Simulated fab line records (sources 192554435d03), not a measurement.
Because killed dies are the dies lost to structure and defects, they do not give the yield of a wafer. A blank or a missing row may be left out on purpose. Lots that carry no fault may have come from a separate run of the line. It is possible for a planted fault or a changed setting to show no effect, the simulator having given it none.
fab line records || flow n5Finfet
record {"lots": 4, "wafers": 12, "lastDay": 16}
route steps=1938 shown BEOL_M9@1437 BEOL_M10@1470 PASSIVATION@1936
lots that met no fault: taken from a fault-free run of the same line
startH: hours from the record's first day to the start of the lot's first wafer shown || waitH: hours since the lot's step before || " the same as in the row above || L1.1+2: a single row standing in for several wafers || - no value, or no start was given || * or withheld: withheld || < > ~ a bound
route shown NAME@n: a module of which the file shows steps, and the number in the route of the first || usual: average and standard deviation across the fault-free wafers || same: alike in all rows || chamber/n: place in a boat || sites: per-site readings || _std_site: standard deviation across them || _edge_site: the outer-site mean with the inner-site mean subtracted || radiusMm: how far each site lies from the wafer's centre || mask NAME#n: copy n || behind: the last tool/chamber to shape the wafer || hold: why the lot was held/for how many hours/how that ended || device: the n, p or np transistor that did not switch || end of line: the tests these same wafers got at the end of their route || a step without rows: its recipe alone || killed: not the wafer's yield, but the dies lost to structure and defects at the first sort || map: the dies of a wafer, with x for killed, . for not killed, _ for no die there
set.NAME: the setting as run; set.NAME@STEP: as run at that earlier step || model.NAME: the simulator's own value behind a step, which no gauge read
lots at some steps of the route; a table a step, a row a wafer
services: from which hour (startH, from the record's first day; less than 0 if before it) a tool's chamber was out of use, for how many hours, and why
## steps
# step N5_BEOL_M9_DESCUM_33
# recipe {"chemistry": "O2", "timeS": 7, "sourcePowerW": 50, "biasPowerW": 20, "pressureMtorr": 20, "rfFrequencyHz": 2.712e+07, "tempC": 40, "resist": "CAR-EUV", "o2FlowSccm": 225}
# step N5_BEOL_M9_ETCH_76
# recipe {"chemistry": "N2/H2", "target": "underlayer", "targetDepthA": 65, "maskMaterial": "CAR-EUV", "timeS": 5.2, "ionEnergyEv": 200, "pressureMtorr": 30, "sourceW": 840, "biasW": 150, "n2FlowSccm": 200, "h2FlowSccm": 200, "ends": "cleared"}
# step N5_BEOL_M9_ETCH_65
# recipe {"chemistry": "CF4", "target": "SiARC", "targetDepthA": 156, "maskMaterial": "CAR-EUV", "timeS": 26, "ionEnergyEv": 80, "pressureMtorr": 40, "sourceW": 545, "biasW": 36, "Ar_flow_sccm": 100, "cf4FlowSccm": 100, "ends": "cleared"}
# step N5_BEOL_M9_ETCH_66
# recipe {"chemistry": "N2/H2", "target": "SOC", "targetDepthA": 800, "overetchA": 160, "maskMaterial": "SiARC", "tempC": 40, "timeS": 120, "ionEnergyEv": 200, "pressureMtorr": 30, "sourceW": 840, "biasW": 150, "n2FlowSccm": 200, "h2FlowSccm": 200}
# step N5_BEOL_M9_STRIP_69
# recipe {"chemistry": "N2/H2", "tempC": 40, "n2FlowSccm": 200, "h2FlowSccm": 200, "rfFrequencyHz": 6e+07}
# step N5_BEOL_M9_STRIP_77
# recipe {"chemistry": "N2/H2", "tempC": 40, "n2FlowSccm": 200, "h2FlowSccm": 200, "rfFrequencyHz": 6e+07}
# step N5_BEOL_M9_VIA_ETCH_34
# recipe {"chemistry": "C4F6/O2", "target": "SiCOH_lowk", "targetDepthA": 1824, "maskMaterial": "SOC", "taperDeg": 4, "timeS": 68.4, "ionEnergyEv": 250, "pressureMtorr": 30, "sourceW": 345, "biasW": 185, "Ar_flow_sccm": 300, "C4F6_flow_sccm": 10, "O2_flow_sccm": 10}
# step N5_BEOL_M9_STRIP_73
# recipe {"chemistry": "C4F6/O2", "resist": "SiARC", "rfFrequencyHz": 6e+07}
# step N5_BEOL_M9_STRIP_36
# recipe {"chemistry": "N2/H2", "powerW": 450, "tempC": 40, "pressureMtorr": 20, "rfFrequencyHz": 6e+07, "overashFraction": 0.3, "biasPowerW": 7, "h2Frac": 0.5, "n2FlowSccm": 200, "h2FlowSccm": 200}
# step N5_BEOL_M9_TRENCH_ETCH_37
# recipe {"chemistry": "C4F6/O2", "targetDepthA": 1514.3, "target": "SiCOH_lowk", "timeS": 49, "ionEnergyEv": 250, "pressureMtorr": 30, "sourceW": 345, "biasW": 185, "Ar_flow_sccm": 300, "C4F6_flow_sccm": 10, "O2_flow_sccm": 10}
# step N5_BEOL_M9_ETCH_41
# recipe {"chemistry": "CH3F/O2", "target": "SiCN", "targetDepthA": 366, "taperDeg": 2, "timeS": 70.1, "ionEnergyEv": 120, "maskMaterial": "TiN", "pressureMtorr": 30, "sourceW": 395, "biasW": 75, "Ar_flow_sccm": 150, "CH3F_flow_sccm": 30, "O2_flow_sccm": 20}
# step N5_BEOL_M9_STRIP_80
# recipe {"chemistry": "N2/H2", "timeS": 10, "powerW": 450, "tempC": 40, "pressureMtorr": 20, "rfFrequencyHz": 6e+07, "biasPowerW": 7, "n2FlowSccm": 200, "h2FlowSccm": 200}
# usual {"drypumpMotorCurrentA": "5.54/0.27", "h2FlowSccm": "200.0/0.5", "oesProductAu": "0.80/0.095", "rfVppV": "59.1/0.83", "showerheadPlenumPTorr": "2.55/0.082", "throttleValvePct": "23.54/0.29"}
{"lot.wafer": "L282.2", "tool": "rieDiel-06", "chamber": 2, "startH": 237.90, "waitH": "-", "drypumpMotorCurrentA": 5.44, "h2FlowSccm": 200.1, "oesProductAu": 0.72, "rfHoursCounterH": 197, "rfVppV": 58.9, "showerheadPlenumPTorr": 2.64, "throttleValvePct": 23.78}
{"lot.wafer": "L282.3", "tool": "rieDiel-06", "chamber": 0, "startH": 237.90, "waitH": "-", "drypumpMotorCurrentA": 5.80, "h2FlowSccm": 199.9, "oesProductAu": 0.68, "rfHoursCounterH": 245, "rfVppV": 60.7, "showerheadPlenumPTorr": 2.51, "throttleValvePct": 23.92}
{"lot.wafer": "L282.5", "tool": "rieDiel-06", "chamber": 1, "startH": 237.90, "waitH": "-", "drypumpMotorCurrentA": 5.30, "h2FlowSccm": 199.6, "oesProductAu": 0.67, "rfHoursCounterH": "-", "rfVppV": 60.6, "showerheadPlenumPTorr": 2.50, "throttleValvePct": 23.78}
{"lot.wafer": "L290.2", "tool": "rieDiel-06", "chamber": 0, "startH": 292.05, "waitH": "-", "drypumpMotorCurrentA": 5.81, "h2FlowSccm": 200.3, "oesProductAu": 0.98, "rfHoursCounterH": 2, "rfVppV": 56.7, "showerheadPlenumPTorr": 2.50, "throttleValvePct": 23.62}
{"lot.wafer": "L290.3", "tool": "rieDiel-06", "chamber": 2, "startH": 292.05, "waitH": "-", "drypumpMotorCurrentA": 5.43, "h2FlowSccm": 199.9, "oesProductAu": 0.70, "rfHoursCounterH": 213, "rfVppV": 58.1, "showerheadPlenumPTorr": 2.63, "throttleValvePct": 23.80}
{"lot.wafer": "L290.4", "tool": "rieDiel-06", "chamber": 0, "startH": 292.05, "waitH": "-", "drypumpMotorCurrentA": 5.81, "h2FlowSccm": 200.0, "oesProductAu": 0.99, "rfHoursCounterH": "-", "rfVppV": 59.5, "showerheadPlenumPTorr": 2.50, "throttleValvePct": 23.64}
{"lot.wafer": "L292.2", "tool": "rieDiel-06", "chamber": 0, "startH": 295.62, "waitH": "-", "drypumpMotorCurrentA": 5.77, "h2FlowSccm": 199.0, "oesProductAu": 0.97, "rfHoursCounterH": 4, "rfVppV": 60.3, "showerheadPlenumPTorr": 2.50, "throttleValvePct": 23.60}
{"lot.wafer": "L292.5", "tool": "rieDiel-06", "chamber": 0, "startH": 295.62, "waitH": "-", "drypumpMotorCurrentA": 5.77, "h2FlowSccm": 199.7, "oesProductAu": 0.97, "rfHoursCounterH": "-", "rfVppV": 60.3, "showerheadPlenumPTorr": 2.50, "throttleValvePct": 23.63}
{"lot.wafer": "L292.6", "tool": "rieDiel-06", "chamber": 3, "startH": 295.62, "waitH": "-", "drypumpMotorCurrentA": 5.93, "h2FlowSccm": 200.6, "oesProductAu": 0.82, "rfHoursCounterH": "-", "rfVppV": 58.2, "showerheadPlenumPTorr": 2.66, "throttleValvePct": 23.13}
{"lot.wafer": "L294.2", "tool": "rieDiel-01", "chamber": 2, "startH": 325.48, "waitH": "-", "drypumpMotorCurrentA": 5.77, "h2FlowSccm": 200.1, "oesProductAu": 0.93, "rfHoursCounterH": 19, "rfVppV": 59.7, "showerheadPlenumPTorr": 2.58, "throttleValvePct": 23.63}
{"lot.wafer": "L294.3", "tool": "rieDiel-01", "chamber": 3, "startH": 325.48, "waitH": "-", "drypumpMotorCurrentA": 5.17, "h2FlowSccm": 200.6, "oesProductAu": 0.80, "rfHoursCounterH": 98, "rfVppV": 59.3, "showerheadPlenumPTorr": 2.55, "throttleValvePct": 23.57}
{"lot.wafer": "L294.6", "tool": "rieDiel-01", "chamber": 0, "startH": 325.48, "waitH": "-", "drypumpMotorCurrentA": 5.41, "h2FlowSccm": 199.3, "oesProductAu": 0.72, "rfHoursCounterH": "-", "rfVppV": 59.4, "showerheadPlenumPTorr": 2.41, "throttleValvePct": 23.74}
# step N5_BEOL_M9_HM_STRIP_39
# recipe {"chemistry": "peroxideTinStrip", "material": "TiN", "targetDepthA": 250, "tempC": 50, "timeS": 158}
# step N5_BEOL_M9_SRD_40
# recipe {"timeS": 30, "tempC": 23, "rinseLiquid": "diw", "dry": "ipaMarangoni"}
# step N5_BEOL_M9_PRECLEAN_42
# recipe {"chemistry": "residueRemover", "timeS": 60, "tempC": 40}
# step N5_BEOL_M9_SRD_43
# recipe {"timeS": 30, "tempC": 23, "rinseLiquid": "diw", "dry": "ipaMarangoni"}
# step N5_BEOL_M9_CURE_72
# recipe {"tempC": 370, "timeS": 120, "ambient": "DMADMS/He", "material": "SiCOH_lowk"}
# step N5_BEOL_M9_DEGAS_44
# recipe {"ambient": "vacuum", "tempC": 250, "timeS": 60}
# step N5_BEOL_M9_PRE_CLEAN_45
# recipe {"gas": "H2/He", "timeS": 30, "tempC": 250}
# step N5_BEOL_M9_ALD_74
# recipe {"material": "TaN", "targetThkA": 20, "tempC": 275, "aldPrecursorFamily": "PDMAT", "aldCoReactant": "NH3", "pressureTorr": 3, "carrierFlowSccm": 1500, "pulseTimeS": 2, "purgeTimeS": 3, "coReactantPurgeTimeS": 2, "coReactantPulseTimeS": 3, "aldCycles": 40, "precursorVesselTempC": 75, "precursorVesselPressureTorr": 26.25, "precursorVesselCarrierSccm": 1000}
# step N5_BEOL_M9_SURFACE_TREAT_79
# recipe {"gas": "Ar", "timeS": "*", "ionEnergyEv": "*", "ionCurrentMaCm2": 0.5, "pressureMtorr": "*", "arFlowSccm": 30}
# step N5_BEOL_M9_CVD_78
# recipe {"material": "Co", "targetThkA": 20, "tempC": "withheld", "precursor": "CCTBA/H2", "pressureTorr": 30, "timeS": 138.9}
# step N5_BEOL_M9_SPUTTER_48
# recipe {"material": "Cu", "targetThkA": 120, "tempC": -20, "biasV": 60, "powerW": 26000, "chamberPressurePa": 0.13, "timeS": 2}
# step N5_BEOL_M9_ECD_50
# recipe {"material": "Cu", "targetThkA": 3180}
# step N5_BEOL_M9_ANNEAL_51
# recipe {"tempC": 225, "timeS": 90, "ambient": "N2"}
# step N5_BEOL_M9_CMP_52
# recipe {"stopOn": "SiCOH_lowk", "tOverpolishS": 7, "downForcePsi": 1, "platenRpm": 50, "clearingPlatenDownForcePsi": 1.5, "clearingPlatenRpm": 50, "postCmpClean": "cuAlkaline", "targetThkNm": 140, "clearingPlatenPadVelocityMS": 0.99484, "padVelocityMS": 0.99484}
# step N5_BEOL_M9_PRE_CLEAN_55
# recipe {"gas": "NH3", "timeS": 15, "tempC": "withheld", "rfPowerW": 300}
# step N5_BEOL_M9_DEP_56
# recipe {"material": "SiCN", "targetThkA": 150, "tempC": "withheld", "precursor": "3MS/NH3", "pressureTorr": 3, "rfW": 202, "timeS": 26.5}
# step N5_BEOL_M10_ILD_DEP_00
# recipe {"material": "SiCOH_lowk", "targetThkA": 3085.1, "tempC": 300, "precursor": "DEMS/porogen", "pressureTorr": 5, "rfW": 500, "timeS": 58}
# step N5_BEOL_M10_CURE_71
# recipe {"tempC": 385, "timeS": 240, "ambient": "He/Ar", "material": "SiCOH_lowk"}
# step N5_BEOL_M10_PECVD_70
# recipe {"material": "SiO2", "targetThkA": 200, "tempC": 400, "precursor": "TEOS/O2", "pressureTorr": 5.5, "rfW": 450, "teosFlowSccm": 53.8, "gas": "O2", "flowSccm": 3000, "timeS": 22.7}
# step N5_BEOL_M10_HM_DEP_02
# recipe {"material": "TiN", "targetThkA": 200, "tempC": 25, "chamberPressurePa": 0.49996}
# step N5_BEOL_M10_COAT_59
# recipe {"resist": "SOC", "tempC": 250, "timeS": 60, "spinRpm": 1500, "resistThkNm": 100}
# step N5_BEOL_M10_COAT_60
# recipe {"resist": "SiARC", "tempC": 220, "timeS": 60, "spinRpm": 1500, "resistThkNm": 30}
# step N5_BEOL_M10_COAT_05
# recipe {"resist": "CAR-ArF", "spinRpm": 1500, "resistThkNm": 90}
# step N5_PASSIVATION_PROBE_49
# usual {"defectLimitedYield": "91.1/1.4", "killed_at_M0_to_M3": "34/11", "killed_at_M4_up": "14/5.7", "killedAtContacts": "14/6.9", "killedAtFrontEnd": "40/11", "killedAtOther": "4/3.1", "killedDies": "105/17", "killedOnRim": "14/4.1", "killedOpen": "70/13", "killedShort": "34/7.6", "sort_bin_5_function": "5.3/0.95", "sort_bin_6_memory": "3.3/0.64", "sortNPass": "1075/17", "sortYieldPct": "91.1/1.4"}
# same {"grossDies": 1180, "killedAtBackSide": 0, "sort_bin_4_leakage[%]": 0, "sort_bin_8_speed[%]": 0}
{"lot.wafer": "L290.2", "tool": "prober-01", "chamber": "-", "startH": 348.45, "waitH": 0.3, "defectLimitedYield[%]": 85.5, "killed_at_M0_to_M3": 25, "killed_at_M4_up": 105, "killedAtContacts": 6, "killedAtFrontEnd": 34, "killedAtOther": 1, "killedDies": 171, "killedOnRim": 31, "killedOpen": 54, "killedShort": 29, "sort_bin_5_function[%]": 8.5, "sort_bin_6_memory[%]": 3.6, "sortNPass": 1009, "sortYieldPct[%]": 85.5}
{"lot.wafer": "L290.3", "tool": "prober-01", "chamber": "-", "startH": 348.50, "waitH": 0.3, "defectLimitedYield[%]": 83.3, "killed_at_M0_to_M3": 31, "killed_at_M4_up": 103, "killedAtContacts": 8, "killedAtFrontEnd": 52, "killedAtOther": 3, "killedDies": 197, "killedOnRim": 21, "killedOpen": 72, "killedShort": 36, "sort_bin_5_function[%]": 11.4, "sort_bin_6_memory[%]": 3.1, "sortNPass": 983, "sortYieldPct[%]": 83.3}
{"lot.wafer": "L290.4", "tool": "prober-01", "chamber": "-", "startH": 348.55, "waitH": 0.4, "defectLimitedYield[%]": 84.6, "killed_at_M0_to_M3": 35, "killed_at_M4_up": 105, "killedAtContacts": 17, "killedAtFrontEnd": 25, "killedAtOther": 0, "killedDies": 182, "killedOnRim": 25, "killedOpen": 62, "killedShort": 23, "sort_bin_5_function[%]": 8.6, "sort_bin_6_memory[%]": 4.9, "sortNPass": 998, "sortYieldPct[%]": 84.6}
{"lot.wafer": "L292.2", "tool": "prober-01", "chamber": "-", "startH": 358.88, "waitH": 0.1, "defectLimitedYield[%]": 82.5, "killed_at_M0_to_M3": 34, "killed_at_M4_up": 122, "killedAtContacts": 11, "killedAtFrontEnd": 38, "killedAtOther": 1, "killedDies": 206, "killedOnRim": 27, "killedOpen": 79, "killedShort": 29, "sort_bin_5_function[%]": 10.3, "sort_bin_6_memory[%]": 5.3, "sortNPass": 974, "sortYieldPct[%]": 82.5}
{"lot.wafer": "L292.5", "tool": "prober-01", "chamber": "-", "startH": 359.03, "waitH": 0.2, "defectLimitedYield[%]": 86.4, "killed_at_M0_to_M3": 29, "killed_at_M4_up": 109, "killedAtContacts": 3, "killedAtFrontEnd": 20, "killedAtOther": 0, "killedDies": 161, "killedOnRim": 24, "killedOpen": 54, "killedShort": 13, "sort_bin_5_function[%]": 9.9, "sort_bin_6_memory[%]": 2.5, "sortNPass": 1019, "sortYieldPct[%]": 86.4}
{"lot.wafer": "L292.6", "tool": "prober-01", "chamber": "-", "startH": 359.08, "waitH": 0.3, "defectLimitedYield[%]": 85.0, "killed_at_M0_to_M3": 23, "killed_at_M4_up": 109, "killedAtContacts": 8, "killedAtFrontEnd": 36, "killedAtOther": 1, "killedDies": 177, "killedOnRim": 26, "killedOpen": 57, "killedShort": 25, "sort_bin_5_function[%]": 9.1, "sort_bin_6_memory[%]": 4.4, "sortNPass": 1003, "sortYieldPct[%]": 85.0}
{"lot.wafer": "L294.2", "tool": "prober-01", "chamber": "-", "startH": 381.61, "waitH": 0.1, "defectLimitedYield[%]": 92.0, "killed_at_M0_to_M3": 16, "killed_at_M4_up": 7, "killedAtContacts": 35, "killedAtFrontEnd": 35, "killedAtOther": 1, "killedDies": 94, "killedOnRim": 15, "killedOpen": 76, "killedShort": 17, "sort_bin_5_function[%]": 4.9, "sort_bin_6_memory[%]": 3.0, "sortNPass": 1086, "sortYieldPct[%]": 92.0}
{"lot.wafer": "L294.3", "tool": "prober-01", "chamber": "-", "startH": 381.66, "waitH": 0.1, "defectLimitedYield[%]": 90.9, "killed_at_M0_to_M3": 23, "killed_at_M4_up": 10, "killedAtContacts": 22, "killedAtFrontEnd": 52, "killedAtOther": 0, "killedDies": 107, "killedOnRim": 9, "killedOpen": 67, "killedShort": 40, "sort_bin_5_function[%]": 4.9, "sort_bin_6_memory[%]": 3.6, "sortNPass": 1073, "sortYieldPct[%]": 90.9}
{"lot.wafer": "L294.6", "tool": "prober-01", "chamber": "-", "startH": 381.81, "waitH": 0.3, "defectLimitedYield[%]": 90.4, "killed_at_M0_to_M3": 38, "killed_at_M4_up": 7, "killedAtContacts": 22, "killedAtFrontEnd": 38, "killedAtOther": 8, "killedDies": 113, "killedOnRim": 17, "killedOpen": 69, "killedShort": 41, "sort_bin_5_function[%]": 5.3, "sort_bin_6_memory[%]": 4.2, "sortNPass": 1067, "sortYieldPct[%]": 90.4}
# killed by level:class
L290.2 BEOL_M9:unspecified=88 STI_FIN_REVEAL:geometricParticle:open=10 BEOL_M0_SAQP:geometricParticle:short=8 BEOL_M4:geometricParticle:open=6 MOL_CONTACT_COAG:geometricParticle:open=5 FIN_SAQP:geometricParticle:short=4 BEOL_M0:geometricParticle:open=4 BEOL_M3:geometricParticle:open=4
L290.3 BEOL_M9:unspecified=89 STI_FIN_REVEAL:geometricParticle:open=22 BEOL_M0_SAQP:geometricParticle:short=10 BEOL_M0_SAQP:geometricParticle:open=6 STI_FIN_REVEAL:geometricParticle:short=5 MOL_CONTACT_COAG:geometricParticle:open=5 BEOL_M2:geometricParticle:open=5 BEOL_M4:geometricParticle:open=5
L290.4 BEOL_M9:unspecified=96 MOL_CONTACT_COAG:geometricParticle:open=13 BEOL_M0_SAQP:geometricParticle:open=9 STI_FIN_REVEAL:geometricParticle:open=6 BEOL_M0_SAQP:geometricParticle:short=6 STARTING-WAFER:geometricParticle:short=6 BEOL_M2:geometricParticle:open=5 BEOL_M3:geometricParticle:open=5
L292.2 BEOL_M9:unspecified=95 BEOL_M4:geometricParticle:open=14 FIN_SAQP:geometricParticle:open=11 MOL_CONTACT_COAG:geometricParticle:open=11 FIN_SAQP:geometricParticle:short=10 BEOL_M3:geometricParticle:open=8 BEOL_M2:geometricParticle:open=8 BEOL_M0_SAQP:geometricParticle:open=5
L292.5 BEOL_M9:unspecified=94 BEOL_M4:geometricParticle:open=12 BEOL_M1:geometricParticle:open=10 BEOL_M2:geometricParticle:open=7 STI_FIN_REVEAL:geometricParticle:open=5 BEOL_M0_SAQP:geometricParticle:open=4 BEOL_M3:geometricParticle:open=4 MOL_CONTACT_COAG:geometricParticle:open=3
L292.6 BEOL_M9:unspecified=95 BEOL_M4:geometricParticle:open=12 BEOL_M2:geometricParticle:open=10 FIN_SAQP:geometricParticle:short=7 MOL_CONTACT_COAG:geometricParticle:open=7 FIN_SAQP:geometricParticle:open=7 GATE_CUT:geometricParticle:short=5 STI_FIN_REVEAL:geometricParticle:open=4
L294.2 MOL_CONTACT_COAG:geometricParticle:open=34 STI_FIN_REVEAL:geometricParticle:open=15 FIN_SAQP:geometricParticle:short=4 BEOL_M0_SAQP:geometricParticle:short=4 GATE_CUT:geometricParticle:open=3 BEOL_M0:geometricParticle:open=3 BEOL_M2:geometricParticle:open=3 BEOL_M3:geometricParticle:open=3
L294.3 MOL_CONTACT_COAG:geometricParticle:open=17 FIN_SAQP:geometricParticle:short=15 FIN_SAQP:geometricParticle:open=9 STI_FIN_REVEAL:geometricParticle:open=9 BEOL_M3:geometricParticle:open=8 MOL_CONTACT_COAG:geometricParticle:short=5 BEOL_M5:geometricParticle:open=4 GATE_CUT:geometricParticle:short=4
L294.6 MOL_CONTACT_COAG:geometricParticle:open=18 FIN_SAQP:geometricParticle:short=11 BEOL_M0_SAQP:geometricParticle:short=11 BEOL_M0_SAQP:geometricParticle:open=9 STI_FIN_REVEAL:geometricParticle:open=6 FIN_SAQP:geometricParticle:open=5 DUMMY_GATE:geometricParticle:open=5 BEOL_M3:geometricParticle:open=5
# map L290.3 (x killed, . not)
_________________...x........________________
______________.................._____________
___________......x.................__________
__________...........x....x........._________
________.......x.....x.x.............._______
_______..............xx................______
______...........x...x.x................_____
_____....................x..x.....x......____
____.................x....xx....x.......x.___
___................x.....x.x...x...........__
___.x....x.x........x...............x.....x__
__..xx......x...x...x.x..........x..x...x..._
__xx.x.x...................x..........x....._
_xxxxxxx.x.........x....x....x...............
_xxxxxxxxx.x..x........x.xx........x....x....
_xxxxxxxx...............x....................
_xxxxxxxxx.x......x...........x...x...x..x...
_xxxxxxxxxxx....x.x.................x........
_xxxxxxxx.xx...x..........x........x.........
_xxxxxxx.xx..................................
_xxxxxxxx..x.x.................x......x......
__xxxxx......xx......xx....................._
__x.....xx......x.........x..........x......_
___...x.xxxx.........x.......xx......xx....__
___x.....x.................................__
____......x..............x..xx..x........x___
_____x...x....xxx......................x.____
______................x......x.....x..x._____
_______........x.......x...............______
________...x...x.x..............x....._______
__________...x....x...........x....._________
___________........................__________
______________............x....._____________
_________________............________________
# map L292.2 (x killed, . not)
_________________xxxxxxxx..x.________________
______________xxxxxxxxxxxxx....._____________
___________..xxxxxxxxxxxxxx.....x..__________
__________...xxxxxxxxxxxxxxx....x..._________
________...xxxxxxxxxxxxx..x..........._______
_______....x.x.xxxxxxxxxxx...xx........______
______......x.x.x.xxxxxx..........x....._____
_____..x......xx.xxxxx.xx..x.x....xx.....____
____..x.......xx...................x......___
___.................x.x....................__
___..........x....xxx...xx......x..........__
__.....xx...x................x.x............_
__x.......................x........xx.....xx_
_.............x.x..x...................x.....
_............................................
_....x..........x....x.x.........x..xx.......
_....................x....................x..
_...x........x......................x...x....
_x..x..x..........x...x.............x.......x
_........x.x..........x..........x........x..
_.........x..........x.......................
__....................x..............x......_
__...x....x............xx..........x........_
___..x..........x............x.............__
___....xx.....x...x..x.......x.......x.x...__
____x.......x...........x.................___
_____......x..x..............x..x..x..x..____
______.x...x.........x.................._____
_______.x.........x........x...xx......______
________........xx.....x..x....x....xx_______
__________.x........................_________
___________........................__________
______________.........x.......x_____________
_________________............________________
## services
{"tool": "rieDiel-01", "chamber": 2, "startH": 235.33, "hours": 5.0, "kind": "repair"}
{"tool": "rieDiel-01", "chamber": 2, "startH": 242.52, "hours": "-", "kind": "clean"}
{"tool": "rieDiel-01", "chamber": 2, "startH": 242.52, "hours": "-", "kind": "consumableReplace:focusRing"}
{"tool": "rieDiel-01", "chamber": 2, "startH": 242.52, "hours": 17.4, "kind": "scheduledDown"}
{"tool": "rieDiel-01", "chamber": 2, "startH": 242.52, "hours": 17.4, "kind": "ventCycle"}
{"tool": "rieDiel-06", "chamber": 0, "startH": 260.74, "hours": "-", "kind": "clean"}
{"tool": "rieDiel-06", "chamber": 0, "startH": 260.74, "hours": "-", "kind": "consumableReplace:focusRing"}
{"tool": "rieDiel-06", "chamber": 0, "startH": 260.74, "hours": 22.9, "kind": "scheduledDown"}
{"tool": "rieDiel-06", "chamber": 0, "startH": 260.74, "hours": 22.9, "kind": "ventCycle"}
{"tool": "rieDiel-01", "chamber": 1, "startH": 313.05, "hours": 21.1, "kind": "repair"}
## key
firstSign {"step": "N5_PASSIVATION_PROBE_49", "reading": "killed_at_M4_up", "direction": "up", "sigmas": 17, "usual": 14, "struck": 109}
effect {"step": "N5_PASSIVATION_PROBE_49", "reading": "defectLimitedYield", "direction": "down", "sigmas": 4.6, "usual": 91.1, "struck": 84.5}
moreKillsBornAt {"N5_BEOL_M9_STRIP_80@rieDiel-06": 557}
metAt N5_BEOL_M9_STRIP_80
struckWafers L290.2,L290.3,L290.4,L292.2,L292.5,L292.6
onsetBetween 237.90 292.05
fault {"kind": "chamberParticleSource", "tool": "rieDiel-06", "chamber": "-", "onsetH": 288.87, "steps": "N5_BEOL_M9_STRIP_80", "ratePerVisitCm2": 0.66996, "untilTheNextWetClean": "True"}
